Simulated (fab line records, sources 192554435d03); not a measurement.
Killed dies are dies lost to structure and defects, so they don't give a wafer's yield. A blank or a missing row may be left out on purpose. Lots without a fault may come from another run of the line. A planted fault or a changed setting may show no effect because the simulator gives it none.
fab line records | flow n5_finfet
record lots=9 wafers=25 last_day=17
route steps=1938 shown BEOL_M3@1015 BEOL_M4@1021 PASSIVATION@1936
lots that met no fault: from a run of the same line without faults
start_h: hours from the record's first day to the start of the lot's first wafer shown | wait_h: hours since the lot's step before | " the same as in the row above | L1.1+2: a row that stands for several wafers | - no value, or no start given | * or withheld: withheld | < > ~ a bound
route shown NAME@n: a module of which the file shows steps, and the number in the route of the first | usual: mean/standard deviation of fault-free wafers | same: alike in all rows | chamber/n: place in a boat | sites: the reading at each site | _std_site: their standard deviation | _edge_site: outer sites' mean less inner sites' | radius_mm: how far each site lies from the wafer's centre | mask NAME#n: copy n | behind: the tool/chamber that last shaped the wafer | hold: why the lot was held/for how many hours/how that ended | device: the transistor (n, p or np) that didn't switch | end of line: the same wafers' tests at the end of the route | a step without rows: its recipe alone | killed: dies lost to structure and defects at the first sort, not the wafer's yield | map: a wafer's dies, x killed, . not, _ none there
set.NAME: the setting as run; set.NAME@STEP: as run at that earlier step | model.NAME: the simulator's own value behind a step, which no gauge read
steps of the route over a sample of lots; a table a step, a row a wafer
services: from which hour (start_h, from the record's first day; less than 0 if before it) a tool's chamber was out of use, for how many hours, and why
## steps
# step N5_BEOL_M3_PRE_CLEAN_60
# recipe gas=NH3/H2 time_s=15 temp_c=* rf_power_w=300
# usual heater_power_w=80/18 rf_fwd_power_W=297.2/1.2 susceptor_temp_C=*
# columns lot.wafer tool chamber start_h wait_h heater_power_w rf_fwd_power_W susceptor_temp_C
L429.2 cvd_co-02 1 154.67 0.0 89 297.3 *
L429.5 " 2 " " 105 297.4 *
L429.6 " 1 " " 88 296.9 *
L428.2 cvd_co-01 2 160.15 0.1 45 298.6 *
L428.4 " 1 " " 71 295.8 *
L428.6 " 2 " " 46 297.2 *
L433.2 cvd_co-02 2 184.64 0.0 105 298.8 *
L433.4 " 0 " " 92 297.5 *
L433.6 " 1 " " 86 297.4 *
L437.3 cvd_co-02 0 213.59 0.0 91 296.7 *
L437.6 " 2 " " 106 298.7 *
L440.3 cvd_co-01 1 227.17 0.1 70 295.6 *
L440.6 " 1 " " 70 296.3 *
L448.1 cvd_co-01 1 273.10 0.0 72 295.0 *
L448.4 " 1 " " 72 295.2 *
L448.6 " 0 " " 79 297.6 *
L449.2 cvd_co-01 0 282.48 0.0 78 297.0 *
L449.5 " 0 " " 78 296.5 *
L449.6 " 2 " " 46 296.9 *
L450.2 cvd_co-01 1 285.52 0.1 71 296.3 *
L450.4 " 2 " " 46 298.9 *
L450.5 " 1 " " 72 295.4 *
L451.2 cvd_co-01 2 294.75 0.0 47 298.1 *
L451.5 " 0 " " 75 297.4 *
L451.6 " 1 " " 71 296.5 *
# step N5_BEOL_M3_DEP_57
# recipe material=SiCN target_thk_a=80 temp_c=withheld precursor=3MS/NH3 pressure_torr=3 rf_w=202 time_s=14
# usual chamber_pressure_Torr=3.000/0.0061 rf_fwd_power_W=199.2/0.68 showerhead_plenum_p_Torr=3.659/0.013 throttle_valve_pct=8.9/0.36
# columns lot.wafer tool chamber start_h wait_h chamber_pressure_Torr rf_fwd_power_W showerhead_plenum_p_Torr throttle_valve_pct
L429.2 pecvd-01 2 154.82 0.0 3.006 198.6 3.658 8.5
L429.5 " 0 " " 3.007 200.3 3.661 9.0
L429.6 " 2 " " 2.991 198.8 3.650 8.3
L428.2 pecvd-01 2 160.31 0.0 3.013 198.1 3.656 8.3
L428.4 " 1 " " 2.989 199.4 3.672 9.0
L428.6 " 2 " " 3.006 198.0 3.658 8.5
L433.2 pecvd-03 1 184.80 0.0 3.006 198.9 3.643 8.5
L433.4 " 2 " " 3.000 199.2 3.666 9.2
L433.6 " 0 " " 2.991 199.6 3.688 8.7
L437.3 pecvd-04 0 213.78 0.0 2.996 199.1 3.645 9.5
L437.6 " 1 " " 2.994 199.8 3.653 9.3
L440.3 pecvd-03 1 227.36 0.0 2.998 199.1 3.652 8.7
L440.6 " 1 " " 2.999 198.5 3.644 8.6
L448.1 pecvd-04 1 273.25 0.0 2.996 199.9 3.656 9.1
L448.4 " 2 " " 3.004 198.2 3.661 8.4
L448.6 " 1 " " 3.001 200.4 3.660 9.4
L449.2 pecvd-03 0 282.64 0.0 2.997 199.7 3.677 8.4
L449.5 " 0 " " 2.998 199.9 3.695 8.4
L449.6 " 1 " " 3.005 199.4 3.646 8.4
L450.2 pecvd-01 1 285.67 0.0 2.995 198.3 3.669 8.7
L450.4 " 1 " " 3.001 198.3 3.664 8.6
L450.5 " 0 " " 2.996 200.0 3.661 9.0
L451.2 pecvd-03 2 294.91 0.0 3.005 198.3 3.666 8.9
L451.5 " 2 " " 3.006 199.0 3.666 9.2
L451.6 " 1 " " 2.998 199.5 3.648 8.7
# step N5_BEOL_M4_ILD_DEP_00
# recipe material=SiOC target_thk_a=790 temp_c=350 precursor=DEMS/O2 pressure_torr=5 rf_w=500 time_s=15.3
# usual chamber_pressure_Torr=4.999/0.011 heater_power_w=445/62 rf_fwd_power_W=493.8/1.9 showerhead_plenum_p_Torr=5.685/0.013 susceptor_temp_C=350.02/0.23 throttle_valve_pct=11.8/0.49
# columns lot.wafer tool chamber start_h wait_h chamber_pressure_Torr heater_power_w rf_fwd_power_W showerhead_plenum_p_Torr susceptor_temp_C throttle_valve_pct
L429.2 pecvd-04 0 154.95 0.0 4.982 523 493.8 5.673 349.51 12.6
L429.5 " 0 " " 4.996 512 493.9 5.680 349.83 12.5
L429.6 " 2 " " 4.980 494 493.1 5.700 349.81 11.8
L428.2 pecvd-02 1 160.44 0.0 5.013 433 495.3 5.676 350.07 11.6
L428.4 " 2 " " 5.010 459 494.1 5.713 349.88 10.9
L428.6 " 0 " " 5.005 515 494.0 5.676 349.97 12.0
L433.2 pecvd-04 0 184.93 0.0 5.007 517 494.3 5.678 350.15 12.6
L433.4 " 1 " " 4.991 318 - 5.676 - 12.2
L433.6 " 0 " " 5.004 525 495.0 5.683 350.12 12.5
L437.3 pecvd-04 1 213.93 0.1 4.994 334 - 5.671 - 12.1
L437.6 " 0 " " 4.982 534 492.4 5.671 349.98 12.5
L440.3 pecvd-04 0 227.51 0.1 5.000 439 - 5.680 - 12.4
L440.6 " 0 " " 5.009 428 493.1 5.691 350.34 12.4
L448.1 pecvd-02 2 273.38 0.0 4.997 450 495.3 5.718 349.75 10.9
L448.4 " 0 " " 4.995 430 494.9 5.669 349.90 12.0
L448.6 " 1 " " 5.004 438 494.5 5.682 349.91 11.6
L449.2 pecvd-04 2 282.77 0.0 4.997 503 491.6 5.690 349.94 11.0
L449.5 " 1 " " 4.997 329 494.4 5.697 350.25 12.1
L449.6 " 0 " " 5.019 512 491.3 5.664 350.03 12.5
L450.2 pecvd-04 0 285.80 0.0 4.991 451 493.3 5.680 350.11 12.7
L450.4 " 1 " " 4.989 306 491.6 5.689 350.23 12.3
L450.5 " 0 " " 4.995 438 493.0 5.671 349.93 12.3
L451.2 pecvd-01 2 295.04 0.0 5.006 451 489.8 5.686 350.03 11.2
L451.5 " 2 " " 4.999 447 489.7 5.686 350.20 11.3
L451.6 " 0 " " 5.005 466 496.8 5.703 350.12 11.5
# step N5_BEOL_M4_THK_MEAS_01
# recipe reads=SiOC_of_BEOL_M4_ILD_DEP_00
# usual M4_ILD_THK=79.7/1.1
# columns lot.wafer tool chamber start_h wait_h M4_ILD_THK[nm]
L429.2 film_metro-02 - 155.02 0.1 78.3
L429.5 " - " " 80.2
L429.6 " - " " 79.5
L428.2 film_metro-01 - 160.51 0.1 78.9
L428.4 " - " " 80.3
L428.6 " - " " 80.2
L433.2 film_metro-02 - 184.99 0.1 78.7
L433.4 " - " " 75.5
L433.6 " - " " 79.5
L437.3 film_metro-02 - 214.00 0.1 75.5
L437.6 " - " " 79.7
L440.3 film_metro-01 - 227.58 0.1 72.6
L440.6 " - " " 78.4
L448.1 film_metro-02 - 273.45 0.0 78.3
L448.4 " - " " 81.2
L448.6 " - " " 81.2
L449.2 film_metro-02 - 282.84 0.1 80.0
L449.5 " - " " 80.5
L449.6 " - " " 80.0
L450.2 film_metro-02 - 285.87 0.1 78.3
L450.4 " - " " 79.5
L450.5 " - " " 79.3
L451.2 film_metro-01 - 295.11 0.1 78.5
L451.5 " - " " 80.9
L451.6 " - " " 77.9
# step N5_BEOL_M4_HM_DEP_02
# recipe material=TiN target_thk_a=200 temp_c=25 chamber_pressure_pa=0.49996
# usual susceptor_temp_C=25.01/0.11 throttle_valve_pct=30.0/0.93
# columns lot.wafer tool chamber start_h wait_h susceptor_temp_C throttle_valve_pct
L429.2 pvd_sputter-01 - 155.84 0.8 24.66 30.5
L429.5 " - " " 25.01 29.7
L429.6 " - " " 25.02 30.6
L428.2 pvd_sputter-02 - 162.26 1.7 25.06 30.1
L428.4 " - " " 25.10 30.2
L428.6 " - " " 24.98 30.1
L433.2 pvd_sputter-01 - 187.23 2.2 25.10 30.4
L433.4 " - " " 24.83 30.5
L433.6 " - " " 24.93 27.7
L437.3 pvd_sputter-03 - 215.40 1.4 25.10 28.7
L437.6 " - " " 25.13 28.8
L440.3 pvd_sputter-02 - 228.76 1.1 25.19 30.3
L440.6 " - " " 24.97 30.5
L448.1 pvd_sputter-03 - 274.31 0.8 25.16 30.0
L448.4 " - " " 25.23 31.1
L448.6 " - " " 25.16 30.2
L449.2 pvd_sputter-03 - 284.14 1.2 24.90 29.7
L449.5 " - " " 25.03 29.7
L449.6 " - " " 24.94 29.8
L450.2 pvd_sputter-03 - 286.82 0.9 24.93 29.5
L450.4 " - " " 24.85 30.4
L450.5 " - " " 25.11 29.4
L451.2 pvd_sputter-03 - 295.20 0.0 25.08 30.1
L451.5 " - " " 25.18 29.5
L451.6 " - " " 25.06 31.1
# step N5_BEOL_M4_RC_MEAS_101
# usual DIBL_N=37.5/1.9 DIBL_P=37.3/2.4 IOFF_N=0.18/0.038 IOFF_P=0.23/0.045 ION_N=677/11 ION_P=464/8.1 SS_N=72.0/0.68 SS_P=73.5/0.77 VT_N=249/3.3 VT_P=-249/3.6
# columns lot.wafer tool chamber start_h wait_h DIBL_N[mV/V] DIBL_P[mV/V] IOFF_N[nA/um] IOFF_P[nA/um] ION_N[uA/um] ION_P[uA/um] SS_N[mV/dec] SS_P[mV/dec] VT_N[mV] VT_P[mV]
L429.2 prober-01 0 163.33 0.2 38.4 37.3 0.22 0.24 688 468 72.3 74.0 242 -247
L429.5 " 0 " " 36.5 36.1 0.17 0.21 667 460 71.8 73.1 248 -253
L429.6 " 0 " " 39.9 39.5 0.24 0.27 679 461 72.8 74.7 245 -247
L428.2 prober-02 0 168.38 0.2 38.1 37.5 0.18 0.20 672 449 72.3 73.7 250 -251
L428.4 " 0 " " 40.4 40.1 0.23 0.24 687 465 73.4 73.7 248 -249
L428.6 " 0 " " 37.6 36.8 0.17 0.19 665 451 71.6 73.8 252 -254
L433.2 prober-01 0 195.90 0.2 37.5 35.8 0.17 0.24 670 466 71.7 73.2 248 -248
L433.4 " 0 " " 38.2 37.2 0.18 0.25 685 471 71.5 73.8 247 -247
L433.6 " 0 " " 36.4 35.1 0.15 0.22 673 469 71.0 72.5 248 -250
L437.3 prober-02 0 222.27 0.3 37.2 37.5 0.18 0.25 673 469 71.4 73.7 250 -247
L437.6 " 0 " " 37.5 37.3 0.17 0.23 669 461 71.2 74.2 249 -249
L440.3 prober-02 0 243.50 0.3 37.7 37.0 0.18 0.21 684 460 72.2 73.8 250 -250
L440.6 " 0 " " 39.6 40.5 0.24 0.28 684 470 73.1 74.4 241 -247
L448.1 prober-02 0 293.19 0.0 38.6 39.3 0.18 0.24 681 464 71.8 74.7 247 -250
L448.4 " 0 " " 39.7 40.5 0.23 0.26 683 463 72.4 74.5 244 -249
L448.6 " 0 " " 40.7 41.6 0.23 0.27 692 470 72.7 74.2 245 -249
L449.2 prober-01 0 298.54 0.2 35.9 35.1 0.15 0.20 672 460 72.0 74.0 250 -250
L449.5 " 0 " " 34.5 32.9 0.13 0.17 650 450 71.4 72.2 253 -253
L449.6 " 0 " " 38.4 39.1 0.22 0.30 701 482 72.4 73.5 244 -243
L450.2 prober-02 0 300.38 0.2 38.9 38.9 0.22 0.25 682 458 72.6 73.9 248 -249
L450.4 " 0 " " 36.0 36.7 0.15 0.21 675 466 71.9 72.7 249 -248
L450.5 " 0 " " 34.5 36.0 0.13 0.20 664 462 71.6 73.4 253 -250
L451.2 prober-02 0 307.99 0.2 41.6 42.9 0.28 0.37 705 480 72.5 75.0 243 -242
L451.5 " 0 " " 37.2 36.3 0.17 0.24 670 462 71.4 73.9 249 -245
L451.6 " 0 " " 38.0 37.6 0.17 0.23 670 462 72.1 73.2 251 -251
# step N5_PASSIVATION_PROBE_49
# usual defect_limited_yield=91.2/1.5 killed_at_M0_to_M3=31/10 killed_at_M4_up=15/5.9 killed_at_contacts=13/6 killed_at_front_end=41/11 killed_at_other=4/3.1 killed_dies=104/18 killed_open=68/13 killed_short=33/8.1 sort_bin_4_leakage=0.00/0.03 sort_bin_5_function=5.1/1.1 sort_bin_6_memory=3.2/0.69 sort_bin_8_speed=0.01/0.045 sort_n_pass=1076/18 sort_yield_pct=91.2/1.5
# same gross_dies=1180 killed_at_back_side=0
# columns lot.wafer tool chamber start_h wait_h defect_limited_yield[%] killed_at_M0_to_M3 killed_at_M4_up killed_at_contacts killed_at_front_end killed_at_other killed_dies killed_open killed_short sort_bin_4_leakage[%] sort_bin_5_function[%] sort_bin_6_memory[%] sort_bin_8_speed[%] sort_n_pass sort_yield_pct[%]
L433.2 prober-01 - 295.43 0.1 91.4 31 20 9 35 7 102 67 25 0 5.8 1.6 0 1078 91.4
L437.3 prober-02 - 310.64 0.1 90.2 43 15 14 40 4 116 76 40 0 5.9 3.6 0 1064 90.2
L437.6 prober-02 - 310.79 0.3 90.7 31 21 14 42 2 110 72 38 0 5.5 3.4 0 1070 90.7
L440.3 prober-01 - 343.06 0.7 93.1 22 18 7 33 2 82 55 26 0 4.1 2.8 0 1098 93.1
L440.6 prober-01 - 343.21 0.8 91.2 23 20 22 34 5 104 67 37 0.08 4.6 4.2 0 1075 91.1
# killed by level:class
L433.2 BEOL_M4:geometric_particle:open=12 BEOL_M2:geometric_particle:open=10 HKMG_FIN:area_etch=10 BEOL_M3:geometric_particle:open=8 FIN_SAQP:geometric_particle:open=7 MOL_CONTACT_COAG:geometric_particle:open=7 DUMMY_GATE:geometric_particle:open=6 STARTING-WAFER:geometric_particle:short=5
L437.3 FIN_SAQP:geometric_particle:open=13 BEOL_M0_SAQP:geometric_particle:open=13 MOL_CONTACT_COAG:geometric_particle:open=11 BEOL_M0_SAQP:geometric_particle:short=9 BEOL_M3:geometric_particle:open=8 FIN_SAQP:geometric_particle:short=6 BEOL_M4:geometric_particle:open=6 BEOL_M3:geometric_particle:short=5
L437.6 FIN_SAQP:geometric_particle:open=16 FIN_SAQP:geometric_particle:short=11 MOL_CONTACT_COAG:geometric_particle:open=10 BEOL_M3:geometric_particle:open=10 BEOL_M4:geometric_particle:open=7 BEOL_M0_SAQP:geometric_particle:short=5 MOL_CONTACT_COAG:geometric_particle:short=4 BEOL_M1:geometric_particle:short=4
L440.3 BEOL_M4:geometric_particle:open=11 FIN_SAQP:geometric_particle:open=7 STI_FIN_REVEAL:geometric_particle:open=7 FIN_SAQP:geometric_particle:short=6 MOL_CONTACT_COAG:geometric_particle:open=6 BEOL_M0_SAQP:geometric_particle:short=6 BEOL_M3:geometric_particle:open=4 BEOL_M2:geometric_particle:open=4
L440.6 MOL_CONTACT_COAG:geometric_particle:open=16 FIN_SAQP:geometric_particle:short=11 FIN_SAQP:geometric_particle:open=9 BEOL_M4:geometric_particle:open=9 STI_FIN_REVEAL:geometric_particle:open=8 BEOL_M0_SAQP:geometric_particle:short=7 MOL_CONTACT_COAG:geometric_particle:short=6 BEOL_M0:geometric_particle:open=4
## services
# columns tool chamber start_h hours kind
pecvd-01 2 134.20 5.5 scheduled_down
cvd_co-01 0 146.09 6.7 repair
pecvd-04 0 148.47 4.6 scheduled_down
pecvd-03 1 152.33 5.4 repair
pecvd-04 1 155.20 2.1 scheduled_down
pecvd-04 2 175.10 8.4 repair
pecvd-02 2 186.72 8.7 repair
pecvd-01 - 191.73 2.8 pm
pecvd-03 - 206.11 2.8 pm
pecvd-04 2 206.30 5.5 scheduled_down
pecvd-02 0 208.82 4.3 repair
cvd_co-02 - 209.48 1.7 repair
cvd_co-01 2 213.79 12.7 repair
pecvd-01 - 214.00 0.6 repair
cvd_co-02 0 215.00 7.3 repair
cvd_co-01 - 234.55 6.9 pm
pecvd-03 - 246.54 6.0 pm
pecvd-01 1 250.87 5.5 scheduled_down
pecvd-04 - 253.34 2.8 pm
pecvd-01 0 264.28 6.5 repair
cvd_co-02 1 266.42 5.5 repair
cvd_co-01 - 271.69 0.7 repair
pecvd-04 - 286.11 7.2 repair
cvd_co-02 - 293.14 0.9 repair
## key
first_sign step=N5_BEOL_M4_THK_MEAS_01 reading=M4_ILD_THK direction=down sigmas=4.5 usual=79.7 struck=74.5
effect none on later readings
met_at N5_BEOL_M4_ILD_DEP_00
struck_lots L433,L437,L440
struck_wafers L433.4,L437.3,L440.3
baseline_loss step=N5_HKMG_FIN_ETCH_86 wafers=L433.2
not_acting_at N5_BEOL_M3_PRE_CLEAN_60,N5_BEOL_M3_DEP_57,N5_BEOL_M4_HM_DEP_02
onset_between 154.95 184.93
fault kind=process_parameter_drift tool=pecvd-04 chamber=- onset_h=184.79 steps=N5_BEOL_M4_ILD_DEP_00 channel=time_s offset=* shape=step end_h=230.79 scope=struck_wafers_only acts_in=* stated=*
# baseline_loss: these wafers lose ten dies or more at that step, a loss of the line's own and not of a fault; the sort's usual values leave them out
